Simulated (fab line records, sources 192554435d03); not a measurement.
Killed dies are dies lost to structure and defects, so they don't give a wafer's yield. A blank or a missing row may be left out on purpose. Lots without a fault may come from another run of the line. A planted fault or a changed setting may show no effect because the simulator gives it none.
fab line records | flow n5_finfet
record lots=10 wafers=30 last_day=17
route steps=1938 shown BEOL_M11@1539 PASSIVATION@1936
lots that met no fault: from a run of the same line without faults
start_h: hours from the record's first day to the start of the lot's first wafer shown | wait_h: hours since the lot's step before | " the same as in the row above | L1.1+2: a row that stands for several wafers | - no value, or no start given | * or withheld: withheld | < > ~ a bound
route shown NAME@n: a module of which the file shows steps, and the number in the route of the first | usual: mean/standard deviation of fault-free wafers | same: alike in all rows | chamber/n: place in a boat | sites: the reading at each site | _std_site: their standard deviation | _edge_site: outer sites' mean less inner sites' | radius_mm: how far each site lies from the wafer's centre | mask NAME#n: copy n | behind: the tool/chamber that last shaped the wafer | hold: why the lot was held/for how many hours/how that ended | device: the transistor (n, p or np) that didn't switch | end of line: the same wafers' tests at the end of the route | a step without rows: its recipe alone | killed: dies lost to structure and defects at the first sort, not the wafer's yield | map: a wafer's dies, x killed, . not, _ none there
set.NAME: the setting as run; set.NAME@STEP: as run at that earlier step | model.NAME: the simulator's own value behind a step, which no gauge read
steps of the route over a sample of lots; a table a step, a row a wafer
services: from which hour (start_h, from the record's first day; less than 0 if before it) a tool's chamber was out of use, for how many hours, and why
## steps
# step N5_BEOL_M11_PECVD_70
# recipe material=SiO2 target_thk_a=200 temp_c=400 precursor=TEOS/O2 pressure_torr=5.5 rf_w=450 teos_flow_sccm=53.8 gas=O2 flow_sccm=3000 time_s=22.7
# usual heater_power_w=694/86 showerhead_plenum_p_Torr=8.78/0.039 throttle_valve_pct=22.7/0.97
# columns lot.wafer tool chamber start_h wait_h heater_power_w showerhead_plenum_p_Torr throttle_valve_pct
L131.2 pecvd-01 2 229.21 0.0 752 8.80 22.3
L131.3 " 0 " " 661 8.72 23.8
L131.5 " 0 " " 671 8.73 23.9
L132.2 pecvd-01 2 238.98 0.0 759 8.79 22.3
L132.3 " 0 " " 697 8.75 23.5
L132.4 " 0 " " 686 8.74 23.5
L141.2 pecvd-01 0 287.49 0.1 698 8.73 23.6
L141.3 " 0 " " 698 8.73 23.8
L141.6 " 0 " " 718 8.71 23.5
L143.3 pecvd-01 0 308.83 0.0 763 8.74 23.8
L143.5 " 1 " " 696 8.79 21.8
L143.6 " 2 " " 706 8.78 22.5
L145.1 pecvd-01 1 310.56 0.0 686 8.76 21.8
L145.4 " 0 " " 799 8.76 23.5
L145.5 " 2 " " 659 8.80 22.7
L149.1 pecvd-01 2 343.66 0.0 723 8.79 22.7
L149.2 " 1 " " 814 8.76 22.1
L149.5 " 1 " " 810 8.76 21.8
L151.1 pecvd-02 0 344.41 0.0 668 8.86 21.7
L151.2 " 1 " " 708 8.73 23.6
L151.4 " 0 " " 674 8.89 21.6
L152.1 pecvd-03 0 349.52 0.0 549 8.80 24.6
L152.3 " 1 " " 559 8.79 22.8
L152.6 " 1 " " 556 8.80 23.3
L150.1 pecvd-01 1 350.07 0.0 812 8.75 21.8
L150.2 " 2 " " 709 8.78 22.8
L150.5 " 1 " " 800 8.76 21.9
L153.2 pecvd-03 2 365.00 0.0 654 8.77 21.8
L153.5 " 1 " " 631 8.81 23.4
L153.6 " 0 " " 509 8.79 23.9
# step N5_BEOL_M11_TRENCH_ETCH_37
# recipe chemistry=C4F6/O2 target_depth_a=1488.3 target=SiCOH_lowk time_s=48 ion_energy_ev=250 pressure_mtorr=30 source_w=345 bias_w=185 Ar_flow_sccm=300 C4F6_flow_sccm=10 O2_flow_sccm=10
# usual bias_w=185.0/0.56 drypump_motor_current_A=5.7/0.39 oes_product_au=0.79/0.065 rf_vpp_V=663/13 showerhead_plenum_p_Torr=2.89/0.093 throttle_valve_pct=20.88/0.18
# columns lot.wafer tool chamber start_h wait_h bias_w drypump_motor_current_A oes_product_au rf_hours_counter_h rf_vpp_V showerhead_plenum_p_Torr throttle_valve_pct
L131.2 rie_diel-04 0 - - 184.6 5.1 0.74 172 647 2.85 20.91
L131.3 " 2 " " 185.2 5.6 0.88 29 679 3.02 20.62
L131.5 " 3 " " 185.8 5.7 0.92 - 673 3.02 20.70
L132.2 rie_diel-05 0 - - 183.8 5.9 0.90 28 677 2.89 20.84
L132.3 " 2 " " 184.2 5.3 0.77 128 689 2.85 21.07
L132.4 " 3 " " 185.3 6.2 0.70 242 644 2.90 20.87
L141.2 rie_diel-01 1 - - 185.2 6.3 0.79 103 649 2.76 20.72
L141.3 " 0 " " 184.9 6.1 0.71 218 666 2.91 20.86
L141.6 " 1 " " 185.3 6.3 0.79 - 647 2.77 20.74
L143.3 rie_diel-05 1 - - 186.1 6.1 0.75 152 660 2.76 21.17
L143.5 " 1 " " 185.5 6.1 0.75 - 659 2.76 21.16
L143.6 " 2 " " 185.3 5.3 0.75 - 686 2.83 21.12
L145.1 rie_diel-04 2 - - 185.5 5.6 0.85 48 679 3.01 20.66
L145.4 " 1 " " 184.3 5.9 0.81 92 667 2.98 20.98
L145.5 " 3 " " 184.2 5.7 0.86 - 672 3.00 20.75
L151.1 rie_diel-04 2 - - 185.7 5.6 0.85 58 677 3.01 20.66
L151.2 " 1 " " 184.5 5.8 0.79 103 664 2.97 20.99
L151.4 " 1 " " 184.6 5.8 0.80 - 664 2.97 20.99
L149.1 rie_diel-01 1 - - 185.1 6.3 0.76 120 646 2.76 20.78
L149.2 " 3 " " 185.1 6.0 0.74 207 659 2.84 21.00
L149.5 " 0 " " 184.2 6.1 0.70 - 667 2.90 20.87
L150.1 rie_diel-04 2 - - 185.4 5.5 0.83 60 680 3.00 20.65
L150.2 " 3 " " 185.9 5.7 0.84 53 672 3.00 20.77
L150.5 " 1 " " 185.7 5.8 0.79 - 665 2.97 20.99
L152.1 rie_diel-05 2 - - 185.2 5.3 0.75 163 687 2.83 21.13
L152.3 " 3 " " 184.6 6.2 0.94 16 643 2.89 20.51
L152.6 " 3 " " 184.6 6.2 0.93 - 642 2.89 20.52
L153.2 rie_diel-01 3 - - 184.7 6.0 0.72 213 658 2.84 21.00
L153.5 " 2 " " 184.9 5.2 0.75 - 651 2.75 21.17
L153.6 " 3 " " 184.2 6.0 0.72 - 660 2.84 21.00
# step N5_BEOL_M11_DEGAS_44
# recipe ambient=vacuum temp_c=250 time_s=60
# usual heater_power_w=323/42
# columns lot.wafer tool chamber start_h wait_h heater_power_w
L131.2 pvd_sputter-01 - 234.14 0.2 324
L131.3 " - " " 346
L131.5 " - " " 323
L132.2 pvd_sputter-03 - 246.13 0.3 269
L132.3 " - " " 276
L132.4 " - " " 386
L141.2 pvd_sputter-02 - 293.44 0.3 294
L141.3 " - " " 382
L141.6 " - " " 366
L143.3 pvd_sputter-01 - 314.90 2.1 327
L143.5 " - " " 321
L143.6 " - " " 324
L145.1 pvd_sputter-02 - 316.27 0.5 354
L145.4 " - " " 379
L145.5 " - " " 289
L151.1 pvd_sputter-03 - 350.91 0.5 350
L151.2 " - " " 371
L151.4 " - " " 277
L149.1 pvd_sputter-02 - 351.38 0.6 277
L149.2 " - " " 282
L149.5 " - " " 368
L150.1 pvd_sputter-02 - 355.91 0.5 281
L150.2 " - " " 348
L150.5 " - " " 377
L152.1 pvd_sputter-02 - 356.57 0.7 354
L152.3 " - " " 287
L152.6 " - " " 383
L153.2 pvd_sputter-02 - 368.08 0.4 270
L153.5 " - " " 356
L153.6 " - " " 291
# step N5_BEOL_M11_CMP_52
# recipe stop_on=SiCOH_lowk t_overpolish_s=7 down_force_psi=1 platen_rpm=50 clearing_platen_down_force_psi=1.5 clearing_platen_rpm=50 post_cmp_clean=cu_alkaline target_thk_nm=140 clearing_platen_pad_velocity_m_s=0.99484 pad_velocity_m_s=0.99484
# usual barrier_field_endpoint_s=28.7/0.75 edge_zone_pressure_frac=0.999/0.0049 motor_current_A=6.1/0.68 overpolish_run_s=6.999/0.01 slurry_filter_dp_kPa=13.49/0.14
# columns lot.wafer tool chamber start_h wait_h barrier_field_endpoint_s edge_zone_pressure_frac motor_current_A overpolish_run_s slurry_filter_dp_kPa
L131.3 cmp-04 1 236.56 0.2 28.2 1.000 6.1 7.006 13.59
L131.2 " 2 " " 28.1 1.000 5.8 6.992 13.57
L131.5 " 1 " " 28.3 0.995 6.2 7.011 13.42
L132.4 cmp-02 1 247.43 0.1 29.5 0.992 6.3 7.006 13.62
L132.2 " 2 " " 29.0 1.004 6.5 6.995 13.61
L132.3 " 0 " " 29.0 0.991 5.8 6.991 13.51
L141.3 cmp-03 3 295.12 0.2 28.4 1.010 7.4 6.998 13.50
L141.2 " 1 " " 29.0 0.995 6.7 7.016 13.68
L141.6 " 0 " " 28.3 0.996 5.7 7.005 13.42
L143.3 cmp-03 0 317.32 0.6 28.0 0.998 5.9 7.023 13.65
L143.5 " 2 " " 27.6 1.000 6.9 7.001 13.32
L143.6 " 3 " " 28.1 0.999 6.9 7.004 13.20
L145.4 cmp-03 0 318.86 0.3 28.3 0.993 6.1 6.967 13.60
L145.1 " 1 " " 29.1 0.997 6.6 6.998 13.26
L145.5 " 3 " " 29.4 1.006 7.1 6.990 13.46
L151.2 cmp-04 0 352.25 0.2 27.4 0.998 5.4 7.006 13.39
L151.1 " 1 " " 28.0 1.002 5.8 6.997 13.24
L151.4 " 3 " " 28.7 0.997 4.5 7.009 13.24
L149.2 cmp-04 2 353.08 0.3 43.2 1.006 6.1 3.606 13.45
L149.1 " 0 " " 28.0 1.000 5.5 6.984 13.50
L149.5 " 2 " " 43.8 1.010 5.8 2.988 13.33
L150.1 cmp-02 3 357.66 0.3 27.4 0.998 5.2 7.005 13.54
L150.2 " 1 " " 42.8 1.000 6.0 3.973 13.54
L150.5 " 2 " " 43.5 0.992 5.8 3.319 13.62
L152.1 cmp-03 2 357.94 0.3 28.2 0.993 7.0 7.005 13.26
L152.3 " 0 " " 29.4 0.992 5.8 7.000 13.84
L152.6 " 1 " " 29.5 1.010 7.3 6.998 13.51
L153.2 cmp-04 3 370.98 0.2 27.9 0.995 4.8 6.995 13.23
L153.5 " 3 " " 28.2 0.999 4.9 7.013 13.70
L153.6 " 0 " " 28.8 0.996 5.6 7.005 13.56
# step N5_BEOL_M11_THK_MEAS_53
# recipe thk_meas_gauge=xrf reads=Cu_of_BEOL_M11_ECD_50
# usual M11_THK=139.4/2.7
# columns lot.wafer tool chamber start_h wait_h M11_THK[nm]
L131.2 film_metro-02 - 236.82 - 141.6
L131.3 " - " " 140.8
L131.5 " - " " 141.1
L132.2 film_metro-02 - 247.73 - 139.0
L132.3 " - " " 144.2
L132.4 " - " " 140.1
L141.2 film_metro-02 - 295.42 - 139.8
L141.3 " - " " 141.0
L141.6 " - " " 139.5
L143.3 film_metro-01 - 317.54 - 133.4
L143.5 " - " " 132.8
L143.6 " - " " 136.4
L145.1 film_metro-02 - 319.08 - 144.1
L145.4 " - " " 142.4
L145.5 " - " " 142.3
L151.1 film_metro-02 - 352.55 - 141.0
L151.2 " - " " 140.1
L151.4 " - " " 139.7
L149.1 film_metro-02 - 353.34 - 135.3
L149.2 " - " " 139.0
L149.5 " - " " 139.5
L150.1 film_metro-01 - 357.91 - 136.7
L150.2 " - " " 139.6
L150.5 " - " " 136.7
L152.1 film_metro-02 - 358.20 - 137.4
L152.3 " - " " 140.4
L152.6 " - " " 140.3
L153.2 film_metro-01 - 371.27 - 135.2
L153.5 " - " " 135.5
L153.6 " - " " 135.0
# step N5_PASSIVATION_PROBE_49
# usual defect_limited_yield=91.4/1.5 killed_at_M0_to_M3=34/12 killed_at_M4_up=12/4.9 killed_at_contacts=13/7.2 killed_at_front_end=39/12 killed_at_other=3.7/2.9 killed_dies=101/18 killed_open=67/14 killed_short=33/7.2 sort_bin_5_function=5.1/0.97 sort_bin_6_memory=3.2/0.67 sort_n_pass=1079/17 sort_yield_pct=91.4/1.5
# same gross_dies=1180 killed_at_back_side=0 sort_bin_4_leakage[%]=0 sort_bin_8_speed[%]=0
# columns lot.wafer tool chamber start_h wait_h defect_limited_yield[%] killed_at_M0_to_M3 killed_at_M4_up killed_at_contacts killed_at_front_end killed_at_other killed_dies killed_open killed_short sort_bin_5_function[%] sort_bin_6_memory[%] sort_n_pass sort_yield_pct[%]
L141.2 prober-01 - 339.06 0.1 90.4 34 9 10 57 3 113 64 46 5.5 3.4 1067 90.4
L141.3 prober-01 - 339.11 0.1 87.5 31 11 12 86 8 148 98 46 8.0 4.1 1032 87.5
L141.6 prober-01 - 339.26 0.3 90.3 35 13 18 44 5 115 71 39 5.6 3.5 1065 90.3
L143.3 prober-01 - 356.96 0.1 91.7 21 10 11 42 14 98 72 26 5.4 2.6 1082 91.7
L143.5 prober-01 - 357.06 0.2 93.1 34 7 12 25 3 81 50 30 4.2 2.5 1099 93.1
L143.6 prober-01 - 357.11 0.3 91.5 37 7 12 35 9 100 69 31 4.6 3.8 1080 91.5
L145.1 prober-02 - 362.32 0.0 90.7 25 15 15 54 1 110 66 44 5.4 3.6 1070 90.7
L145.4 prober-02 - 362.47 0.2 92.8 30 11 9 34 1 85 46 37 3.8 3.1 1095 92.8
L145.5 prober-02 - 362.52 0.2 93.6 14 11 4 43 4 76 51 25 3.9 2.2 1104 93.6
# killed by level:class
L141.2 STI_FIN_REVEAL:geometric_particle:open=12 FIN_SAQP:geometric_particle:short=11 BEOL_M0_SAQP:geometric_particle:open=11 BEOL_M0_SAQP:geometric_particle:short=10 MOL_CONTACT_COAG:geometric_particle:open=8 GATE_CUT:geometric_particle:open=6 BEOL_M1:geometric_particle:open=5 FIN_SAQP:geometric_particle:open=4
L141.3 FIN_SAQP:geometric_particle:open=20 STI_FIN_REVEAL:geometric_particle:open=17 FIN_SAQP:geometric_particle:short=10 MOL_CONTACT_COAG:geometric_particle:open=10 GATE_CUT:geometric_particle:short=9 BEOL_M0_SAQP:geometric_particle:short=8 BEOL_M2:geometric_particle:open=6 DUMMY_GATE:geometric_particle:open=6
L141.6 MOL_CONTACT_COAG:geometric_particle:open=14 BEOL_M0_SAQP:geometric_particle:open=11 FIN_SAQP:geometric_particle:short=10 BEOL_M4:geometric_particle:open=8 FIN_SAQP:geometric_particle:open=7 BEOL_M0_SAQP:geometric_particle:short=6 BEOL_M3:geometric_particle:open=6 BEOL_M2:geometric_particle:open=5
L143.3 STI_FIN_REVEAL:geometric_particle:open=12 MOL_CONTACT_COAG:geometric_particle:open=10 FIN_SAQP:geometric_particle:open=7 BEOL_M0_SAQP:geometric_particle:open=6 MIM_TOP:geometric_particle:open=6 FIN_SAQP:geometric_particle:short=5 GATE_CUT:geometric_particle:open=5 BEOL_M3:geometric_particle:open=4
L143.5 MOL_CONTACT_COAG:geometric_particle:open=10 BEOL_M0_SAQP:geometric_particle:short=10 GATE_CUT:geometric_particle:open=5 GATE_CUT:geometric_particle:short=5 BEOL_M0_SAQP:geometric_particle:open=5 BEOL_M3:geometric_particle:open=5 STARTING-WAFER:geometric_particle:open=4 STI_FIN_REVEAL:geometric_particle:open=3
L143.6 BEOL_M0_SAQP:geometric_particle:open=13 BEOL_M3:geometric_particle:open=13 FIN_SAQP:geometric_particle:open=12 MOL_CONTACT_COAG:geometric_particle:open=9 BEOL_M0_SAQP:geometric_particle:short=6 FIN_SAQP:geometric_particle:short=5 MIM_TOP:geometric_particle:open=5 GATE_CUT:geometric_particle:short=4
L145.1 FIN_SAQP:geometric_particle:open=13 FIN_SAQP:geometric_particle:short=12 STI_FIN_REVEAL:geometric_particle:open=9 MOL_CONTACT_COAG:geometric_particle:open=9 BEOL_M4:geometric_particle:open=7 MOL_CONTACT_COAG:geometric_particle:short=6 BEOL_M0_SAQP:geometric_particle:short=6 BEOL_M0_SAQP:geometric_particle:open=6
L145.4 BEOL_M0_SAQP:geometric_particle:short=13 FIN_SAQP:geometric_particle:open=7 MOL_CONTACT_COAG:geometric_particle:open=7 FIN_SAQP:geometric_particle:short=6 BEOL_M0_SAQP:geometric_particle:open=5 STI_FIN_REVEAL:geometric_particle:open=4 BEOL_M2:geometric_particle:open=4 BEOL_M4:geometric_particle:open=4
L145.5 FIN_SAQP:geometric_particle:open=18 FIN_SAQP:geometric_particle:short=8 BEOL_M3:geometric_particle:open=7 GATE_CUT:geometric_particle:short=4 BEOL_M10:geometric_particle:open=4 STI_FIN_REVEAL:geometric_particle:open=3 MOL_CONTACT_COAG:geometric_particle:open=3 SPACER0:geometric_particle:short=2
## services
# columns tool chamber start_h hours kind
rie_diel-05 2 205.97 1.6 repair
cmp-03 - 207.09 2.5 repair
pecvd-03 2 210.24 18.6 repair
pecvd-01 0 214.63 5.5 scheduled_down
rie_diel-05 - 216.89 0.8 repair
cmp-03 - 217.92 4.0 pm
cmp-04 - 225.62 4.0 pm
rie_diel-04 2 233.69 4.1 repair
cmp-02 - 244.99 0.4 repair
cmp-03 - 245.88 0.4 repair
rie_diel-04 2 252.40 19.3 repair
cmp-04 - 264.91 0.9 repair
pecvd-01 1 285.45 3.6 repair
pecvd-03 - 288.28 0.2 repair
cmp-02 - 300.87 5.9 repair
pecvd-03 - 308.06 5.5 pm
pecvd-02 - 314.19 0.9 repair
cmp-04 - 316.35 4.8 pm
pecvd-03 0 320.82 12.4 repair
rie_diel-01 2 332.04 7.0 repair
cmp-04 - 337.47 0.8 repair
rie_diel-04 0 346.38 11.2 repair
cmp-02 - 353.52 3.4 pm
rie_diel-04 3 371.15 9.9 repair
## key
first_sign step=N5_BEOL_M11_CMP_52 reading=overpolish_run_s direction=down sigmas=99+ usual=6.999 struck=3.472
effect step=N5_BEOL_M11_CMP_52 reading=barrier_field_endpoint_s direction=up sigmas=20 usual=28.7 struck=43.3
met_at N5_BEOL_M11_PECVD_70
struck_lots L149,L150
struck_wafers L149.2,L149.5,L150.2,L150.5
not_acting_at N5_BEOL_M11_TRENCH_ETCH_37,N5_BEOL_M11_DEGAS_44,N5_BEOL_M11_THK_MEAS_53
onset_between 310.56 343.66
fault kind=process_parameter_drift tool=pecvd-01 chamber=- onset_h=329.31 steps=N5_BEOL_M11_PECVD_70 channel=time_s offset=* shape=step end_h=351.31 scope=struck_wafers_only acts_in=* stated=*
